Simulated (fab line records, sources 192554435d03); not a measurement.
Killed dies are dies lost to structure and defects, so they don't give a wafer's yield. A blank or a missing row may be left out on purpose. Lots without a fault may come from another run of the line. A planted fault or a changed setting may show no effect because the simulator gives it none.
Chamber matching | flow n5_finfet | N5_BEOL_M11_ETCH_66 on rie_diel-02: 4 sister chambers
The step etches SOC in N2/H2, target depth 120 nm, overetch 24 nm, time 180 s. 4 wafers are shown with their chamber, then 9 later ones without.

WAFERS WITH THEIR CHAMBER
wafer  | chamber | showerhead_plenum_p_Torr (Torr)
L079.4 | 1       | 2.33
L085.1 | 3       | 2.60
L085.3 | 0       | 2.53
L085.5 | 2       | 2.48

WAFERS WITHOUT THEIR CHAMBER
wafer  | showerhead_plenum_p_Torr (Torr)
L086.2 | 2.53
L086.3 | 2.48
L086.6 | 2.33
L092.1 | 2.33
L092.2 | 2.52
L092.4 | 2.47
L095.3 | 2.47
L095.4 | 2.59
L095.6 | 2.52

WHICH CHAMBER EACH WENT THROUGH
wafer  | from the rows above | in truth
L086.2 | 0                   | 0
L086.3 | 2                   | 2
L086.6 | 1                   | 1
L092.1 | 1                   | 1
L092.2 | 0                   | 0
L092.4 | 2                   | 2
L095.3 | 2                   | 2
L095.4 | 3                   | 3
L095.6 | 0                   | 0
Placed correctly: 9 of 9. Can't be placed from these rows: 0. Placed wrongly: 0.
How it was worked out, from the rows above alone: a wafer's distance from a chamber is the root of the sum, over the readings, of the square of ((its reading less the chamber's mean) divided by the reading's scatter). The wafer belongs to the nearest chamber; if the next one is less than 2 further off, it can't be placed. A chamber's mean is the mean of its shown wafers. The scatter: with one shown wafer a chamber, the root of the mean of the squares of how far each hidden wafer lies from its nearest shown one.
